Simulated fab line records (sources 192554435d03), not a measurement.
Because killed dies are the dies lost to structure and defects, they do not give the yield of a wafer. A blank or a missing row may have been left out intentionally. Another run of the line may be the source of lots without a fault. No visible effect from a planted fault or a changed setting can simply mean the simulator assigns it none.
2 desks looking at one fault | flow n5Finfet | each desk holds nothing but its own numbers, with what lay behind them at the end

== DESK OF THE TOOL OWNER: rieDiel-05 ==
The tool's own readings at N5_BEOL_M0_SAQP_ETCH_84 (etches SOC in N2/H2, target depth 100 nm, overetch 20 nm, time 150 s): means of the sampled wafers that have a number, for each lot that ran on this tool. The brackets show how far a lot's mean lies from the usual mean; more than 4 standard deviations puts the lot out of limits, marked OUT. Of its 9 readings 7 are shown: the one that was out of limits first, and those that lie furthest out on some lot.
Columns: A = drypumpMotorCurrentA at N5_BEOL_M0_SAQP_ETCH_84, usual 5.8 A; B = h2FlowSccm at N5_BEOL_M0_SAQP_ETCH_84, usual 200.0 sccm; C = n2FlowSccm at N5_BEOL_M0_SAQP_ETCH_84, usual 199.9 sccm; D = oesProductAu at N5_BEOL_M0_SAQP_ETCH_84, usual 0.70 a.u.; E = rfVppV at N5_BEOL_M0_SAQP_ETCH_84, usual 523.8 V; F = runLengthS at N5_BEOL_M0_SAQP_ETCH_84, usual 173.4 s; G = throttleValvePct at N5_BEOL_M0_SAQP_ETCH_84, usual 17.97 %
lot  | first seen here | A   | B     | C     | D    | E     | F               | G
L101 | day 6 03:11     | 5.6 | 200.0 | 200.0 | 0.64 | 525.5 | 173.2           | 17.91
L105 | day 6 20:59     | 5.5 | 200.4 | 200.6 | 0.63 | 525.2 | 173.3           | 17.90
L106 | day 7 01:37     | 5.6 | 200.2 | 199.2 | 0.66 | 524.2 | 173.6           | 18.01
L116 | day 9 15:23     | 5.6 | 200.2 | 199.7 | 0.73 | 524.0 | 169.0 (-12) OUT | 17.81
This desk's verdict: out of limits on L116, starting with L116 at day 9 15:23 (runLengthS at N5_BEOL_M0_SAQP_ETCH_84). In limits: L101, L105, L106.

== METROLOGY DESK ==
Means of the sampled wafers that have a number, per lot and without regard to the tool the lot ran on: this is what the gauges read. The brackets show how far a lot's mean lies from the usual mean; more than 4 standard deviations puts the lot out of limits, marked OUT. It has 10 readings; the 7 that lie furthest out on some lot are the ones shown.
Columns: A = DIBL_N at N5_BEOL_M4_RC_MEAS_101, usual 35.8 mV/V; B = DIBL_P at N5_BEOL_M4_RC_MEAS_101, usual 35.3 mV/V; C = IOFF_P at N5_BEOL_M4_RC_MEAS_101, usual 0.194 nA/um; D = ION_N at N5_BEOL_M4_RC_MEAS_101, usual 667 uA/um; E = ION_P at N5_BEOL_M4_RC_MEAS_101, usual 456 uA/um; F = SS_N at N5_BEOL_M4_RC_MEAS_101, usual 71.4 mV/dec; G = VT_P at N5_BEOL_M4_RC_MEAS_101, usual -252 mV
lot  | first seen here | A    | B    | C     | D   | E   | F    | G
L100 | day 9 17:53     | 34.9 | 35.1 | 0.173 | 667 | 458 | 71.4 | -255
L101 | day 11 02:30    | 37.1 | 36.1 | 0.205 | 656 | 444 | 72.6 | -252
L105 | day 11 08:04    | 33.3 | 32.5 | 0.147 | 658 | 448 | 70.7 | -255
L106 | day 11 20:26    | 35.0 | 34.3 | 0.161 | 649 | 448 | 70.8 | -257
L110 | day 12 12:49    | 35.4 | 33.9 | 0.183 | 666 | 455 | 70.8 | -252
L116 | day 14 01:35    | 35.0 | 34.1 | 0.183 | 658 | 453 | 71.3 | -252
L121 | day 15 08:19    | 35.1 | 36.1 | 0.190 | 669 | 461 | 71.4 | -252
L122 | day 15 11:44    | 37.0 | 35.5 | 0.218 | 676 | 463 | 71.0 | -250
L123 | day 15 13:35    | 35.5 | 35.5 | 0.164 | 666 | 451 | 71.6 | -256
Finding of this desk: none of the 9 lots has anything out of limits.

== TAKEN TOGETHER ==
On L116, at day 9 15:23, an alarm was possible from the tool owner's desk.
Metrology desk: nothing out of limits seen.
The metrology desk has L116 on record, within its limits.
The lots listed all ran N5_BEOL_M0_SAQP_ETCH_84 on rieDiel-05.

== WHAT THE SIMULATOR HAD INSERTED ==
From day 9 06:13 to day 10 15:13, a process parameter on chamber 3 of rieDiel-05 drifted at N5_BEOL_M0_SAQP_ETCH_84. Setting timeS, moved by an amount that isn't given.
Struck lots among those shown: L116.
Time in hours from fault onset to the first out-of-limits reading at each desk: the tool owner's desk, 9.
